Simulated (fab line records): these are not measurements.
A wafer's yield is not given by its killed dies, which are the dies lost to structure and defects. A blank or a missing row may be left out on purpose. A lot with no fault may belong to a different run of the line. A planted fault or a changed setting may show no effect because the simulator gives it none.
Chamber matching + flow nandHarc + NHARC_A_M0_ETCH_34 on rieDiel-13: 4 sister chambers
The step etches the open film in N2/H2, target depth 40 nm, overetch 12 nm, time 43.94 s. 18 wafers are shown with their chamber, then 8 later ones without.

WAFERS PAIRED WITH THEIR CHAMBERS
| wafer  | chamber | drypumpMotorCurrentA (A) | rfVppV (V) | oesProductAu (a.u.) |
|--------|---------|--------------------------|------------|---------------------|
| L488.2 | 3       | 6.1                      | 431.5      | 0.993               |
| L488.6 | 3       | 6.1                      | 432.2      | 1.003               |
| L492.1 | 2       | 6.5                      | 432.0      | 1.013               |
| L492.2 | 1       | 4.8                      | 433.1      | 0.987               |
| L492.5 | 3       | 6.1                      | 430.1      | 1.011               |
| L493.3 | 0       | 6.3                      | 429.2      | 1.007               |
| L493.5 | 2       | 6.5                      | 431.8      | 1.002               |
| L493.6 | 3       | 6.1                      | 431.7      | 1.010               |
| L494.1 | 0       | 6.3                      | 428.3      | 1.011               |
| L494.5 | 2       | 6.5                      | 429.3      | 1.004               |
| L494.6 | 0       | 6.3                      | 429.5      | 1.001               |
| L496.1 | 0       | 6.3                      | 430.3      | 1.008               |
| L496.2 | 3       | 6.1                      | 431.0      | 1.009               |
| L496.5 | 3       | 6.1                      | 431.8      | 1.005               |
| L497.2 | 3       | 6.1                      | 433.4      | 1.007               |
| L497.3 | 0       | 6.2                      | 429.8      | 0.990               |
| L497.5 | 3       | 6.1                      | 430.9      | 1.009               |
| L499.1 | 2       | 6.5                      | 430.6      | 0.996               |

SIGNATURES (means of the wafers above)
| reading              | chamber 0 | chamber 1 | chamber 2 | chamber 3 | scatter within a chamber |
|----------------------|-----------|-----------|-----------|-----------|--------------------------|
| drypumpMotorCurrentA | 6.280     | 4.800     | 6.500     | 6.100     | 0.0239                   |
| rfVppV               | 429.420   | 433.100   | 430.925   | 431.575   | 0.987                    |
| oesProductAu         | 1.00340   | 0.98700   | 1.00375   | 1.00587   | 0.00689                  |
Rule: distance of a wafer from a chamber = root of the sum over the readings of ((wafer's reading minus chamber's mean) / reading's scatter) squared. The wafer belongs to the nearest chamber; if the next one is less than 2 further off, it can't be placed. The scatter: the root of (the sum of the squares of (reading less its chamber's mean) over the shown wafers, divided by (wafers less chambers)).

WAFERS WHOSE CHAMBER IS MISSING
| wafer  | drypumpMotorCurrentA (A) | rfVppV (V) | oesProductAu (a.u.) |
|--------|--------------------------|------------|---------------------|
| L499.3 | 6.1                      | 431.7      | 1.010               |
| L499.4 | 6.2                      | 429.8      | 1.000               |
| L501.1 | 6.5                      | 431.1      | 0.997               |
| L501.4 | 6.3                      | 430.5      | 0.992               |
| L501.5 | 6.1                      | 431.2      | 1.018               |
| L503.3 | 6.5                      | 430.3      | 0.987               |
| L503.5 | 6.4                      | 432.5      | 0.987               |
| L503.6 | 6.1                      | 432.7      | 1.008               |

THE CHAMBER EACH PASSED THROUGH
| wafer  | from the rows above     | in truth |
|--------|-------------------------|----------|
| L499.3 | 3                       | 3        |
| L499.4 | can't be placed: 0 or 3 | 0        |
| L501.1 | 2                       | 2        |
| L501.4 | 0                       | 0        |
| L501.5 | 3                       | 3        |
| L503.3 | 2                       | 2        |
| L503.5 | can't be placed: 2 or 0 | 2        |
| L503.6 | 3                       | 3        |
Correct placement for 6 of the 8. Not placeable from these rows: 2 (in 2, the candidates include the true chamber). 0 placed wrongly.
